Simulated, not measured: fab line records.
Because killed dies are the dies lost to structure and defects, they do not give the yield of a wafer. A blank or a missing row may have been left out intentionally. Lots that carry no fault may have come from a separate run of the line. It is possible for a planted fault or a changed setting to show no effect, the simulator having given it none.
Chamber matching | flow nand_harc | 4 sister chambers for NHARC_P_M0_STRIP_18 on rie_diel-06
The step strips in N2/H2. 18 wafers are shown with their chamber, then 9 later ones without.

== WAFERS PAIRED WITH THEIR CHAMBERS ==
wafer  | chamber | drypump_motor_current_A (A) | oes_product_au (a.u.) | rf_vpp_V (V)
L078.2 | 0       | 5.2                         | 0.995                 | 91.3
L078.4 | 2       | 5.4                         | 0.995                 | 91.0
L078.5 | 3       | 5.4                         | 1.000                 | 91.5
L077.2 | 0       | 5.2                         | 0.998                 | 90.8
L077.3 | 3       | 5.4                         | 0.990                 | 90.2
L077.4 | 2       | 5.4                         | 0.992                 | 89.5
L086.2 | 2       | 5.4                         | 0.977                 | 90.2
L086.3 | 0       | 5.2                         | 0.990                 | 89.8
L086.4 | 1       | 5.9                         | 0.992                 | 92.8
L085.1 | 1       | 5.8                         | 1.010                 | 91.7
L085.3 | 3       | 5.4                         | 0.991                 | 91.5
L085.4 | 0       | 5.2                         | 0.999                 | 91.9
L090.2 | 3       | 5.4                         | 0.983                 | 91.1
L090.3 | 2       | 5.4                         | 0.978                 | 92.0
L090.6 | 0       | 5.2                         | 1.001                 | 92.0
L088.2 | 3       | 5.4                         | 0.993                 | 90.4
L088.3 | 0       | 5.2                         | 0.998                 | 90.7
L088.6 | 1       | 5.9                         | 1.011                 | 91.7

SIGNATURES, as means of the wafers listed above
reading                 | chamber 0 | chamber 1 | chamber 2 | chamber 3 | scatter within a chamber
drypump_motor_current_A | 5.200     | 5.867     | 5.400     | 5.400     | 0.0218
oes_product_au          | 0.99683   | 1.00433   | 0.98550   | 0.99140   | 0.00714
rf_vpp_V                | 91.083    | 92.067    | 90.675    | 90.940    | 0.81
Rule: distance of a wafer from a chamber = root of the sum over the readings of ((wafer's reading minus chamber's mean) / reading's scatter) squared. If the next closest chamber is less than 2 further off than the closest, the wafer can't be placed; otherwise it belongs to the closest. The scatter is the square root of a quotient: the sum, over the shown wafers, of each reading's squared deviation from its chamber's mean, divided by wafers minus chambers.

== WAFERS MISSING THEIR CHAMBER ==
wafer  | drypump_motor_current_A (A) | oes_product_au (a.u.) | rf_vpp_V (V)
L091.3 | 5.2                         | 0.992                 | 92.0
L091.4 | 5.4                         | 0.996                 | 90.9
L091.6 | 5.8                         | 1.004                 | 91.9
L095.1 | 5.3                         | 0.978                 | 91.0
L095.4 | 5.4                         | 0.979                 | 90.6
L095.6 | 5.4                         | 0.985                 | 91.8
L096.1 | 5.2                         | 1.004                 | 92.2
L096.4 | 5.3                         | 1.015                 | 93.1
L096.6 | 5.4                         | 0.997                 | 89.3

== THE CHAMBER EACH PASSED THROUGH ==
wafer  | from the rows above          | in truth
L091.3 | 0                            | 0
L091.4 | can't be placed: 3 or 2      | 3
L091.6 | 1                            | 1
L095.1 | can't be placed: 2 or 3 or 0 | 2
L095.4 | can't be placed: 2 or 3      | 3
L095.6 | can't be placed: 3 or 2      | 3
L096.1 | 0                            | 0
L096.4 | can't be placed: 0 or 3 or 2 | 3
L096.6 | can't be placed: 3 or 2      | 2
3 of 9 placed correctly. Not placeable from these rows: 6 (in 6, the candidates include the true chamber). Placed wrongly: 0.
